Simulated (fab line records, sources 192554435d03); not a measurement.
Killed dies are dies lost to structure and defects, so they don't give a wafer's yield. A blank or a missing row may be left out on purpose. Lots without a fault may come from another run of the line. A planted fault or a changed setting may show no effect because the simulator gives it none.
Chamber matching | flow n5_finfet | N5_HKMG_FIN_ETCH_35 on rie_diel-03: 4 sister chambers
The step etches SOC in N2/H2, target depth 215.8 nm, time 243.4 s. 4 wafers are shown with their chamber, then 9 later ones without.

WAFERS WITH THEIR CHAMBER
wafer  | chamber | throttle_valve_pct (%)
L085.5 | 3       | 17.50
L090.1 | 0       | 17.75
L090.2 | 2       | 18.03
L090.4 | 1       | 18.17

WAFERS WITHOUT THEIR CHAMBER
wafer  | throttle_valve_pct (%)
L092.2 | 17.73
L092.3 | 17.53
L092.5 | 17.53
L093.1 | 17.75
L093.2 | 18.05
L093.6 | 17.53
L096.1 | 17.77
L096.2 | 18.04
L096.6 | 17.77

WHICH CHAMBER EACH WENT THROUGH
wafer  | from the rows above | in truth
L092.2 | 0                   | 0
L092.3 | 3                   | 3
L092.5 | 3                   | 3
L093.1 | 0                   | 0
L093.2 | 2                   | 2
L093.6 | 3                   | 3
L096.1 | 0                   | 0
L096.2 | 2                   | 2
L096.6 | 0                   | 0
Placed correctly: 9 of 9. Can't be placed from these rows: 0. Placed wrongly: 0.
How it was worked out, from the rows above alone: a wafer's distance from a chamber is the root of the sum, over the readings, of the square of ((its reading less the chamber's mean) divided by the reading's scatter). The wafer belongs to the nearest chamber; if the next one is less than 2 further off, it can't be placed. A chamber's mean is the mean of its shown wafers. The scatter: with one shown wafer a chamber, the root of the mean of the squares of how far each hidden wafer lies from its nearest shown one.
